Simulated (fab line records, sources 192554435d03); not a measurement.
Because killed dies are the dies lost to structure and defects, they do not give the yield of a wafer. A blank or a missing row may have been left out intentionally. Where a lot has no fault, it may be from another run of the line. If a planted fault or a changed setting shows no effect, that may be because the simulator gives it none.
2 desks looking at one fault ; flow n5 finfet ; numbers are kept per desk, each desk with only its own; the story behind them comes last

== THE TOOL OWNER'S DESK: litho track-02 ==
The tool's own readings at N5_PMOS_HMC_CHANNEL_EPI_COAT_31 (time 60 s, resist thk 66 nm): means of the sampled wafers that have a number, for each lot that ran on this tool. A lot is out of limits, marked OUT, if its mean lies more than 4 standard deviations from the usual mean; the brackets give that distance.
Columns: A = spin speed rpm at N5_PMOS_HMC_CHANNEL_EPI_COAT_31, usual 1500.1 rpm
lot;first seen here;A
L505;day 4 10:38;1501.3
L507;day 4 23:01;1500.5
L511;day 5 23:07;1535.9 (+36) OUT
L512;day 6 05:37;1536.3 (+36) OUT
L513;day 6 11:27;1535.6 (+35) OUT
This desk's finding: out of limits on L511, L512, L513; first on L511, day 5 23:07 (spin speed rpm at N5_PMOS_HMC_CHANNEL_EPI_COAT_31). In limits: L505, L507.

== AT THE METROLOGY DESK ==
Means of the sampled wafers that have a number, per lot and without regard to the tool the lot ran on: this is what the gauges read. A lot is out of limits, marked OUT, if its mean lies more than 4 standard deviations from the usual mean; the brackets give that distance. Of its 11 readings 7 are shown: those that lie furthest out on some lot.
Columns: A = cd nm at N5_WELL_APT_CD_MEAS_25, usual 200.0 nm; B = DIBL_P at N5_BEOL_M4_RC_MEAS_101, usual 36 mV/V; C = IOFF_N at N5_BEOL_M4_RC_MEAS_101, usual 0.16 nA/um; D = IOFF_P at N5_BEOL_M4_RC_MEAS_101, usual 0.20 nA/um; E = ION_P at N5_BEOL_M4_RC_MEAS_101, usual 462 uA/um; F = VT_N at N5_BEOL_M4_RC_MEAS_101, usual 251 mV; G = VT_P at N5_BEOL_M4_RC_MEAS_101, usual -252 mV
lot;first seen here;A;B;C;D;E;F;G
L499;day 2 21:08;198.7;35;0.15;0.22;462;252;-250
L501;day 3 09:06;201.5;35;0.15;0.19;469;250;-252
L505;day 4 08:49;197.4;31;0.13;0.13;447;257;-258
L506;day 4 15:03;201.8;36;0.18;0.20;465;246;-250
L507;day 4 21:12;198.2;36;0.16;0.18;456;247;-253
L510;day 5 15:03;196.8;31;0.12;0.14;459;254;-254
L511;day 5 21:18;200.5;36;0.15;0.18;462;253;-252
L512;day 6 03:39;198.6;30;0.10;0.14;454;254;-256
L513;day 6 08:56;203.6;33;0.12;0.17;462;255;-254
L516;day 7 03:05;202.8;38;0.18;0.25;460;252;-248
Finding of this desk: none of the 10 lots has anything out of limits.

== ALL TOGETHER ==
The tool owner's desk had the chance to raise an alarm at day 5 23:07 on L511, L512, L513.
At the metrology desk, nothing out of limits was observed.
The metrology desk has L511, L512, L513 on record, within its limits.
On litho track-02, each named lot ran N5_PMOS_HMC_CHANNEL_EPI_COAT_31.

== WHAT HAD BEEN PUT IN BY THE SIMULATOR ==
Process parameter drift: litho track-02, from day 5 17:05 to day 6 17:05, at N5_PMOS_HMC_CHANNEL_EPI_COAT_31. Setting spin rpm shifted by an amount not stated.
Shown lots that were struck: L511, L512, L513.
Delay in hours, fault start to first out-of-limits reading, by desk: the tool owner's desk at 6.
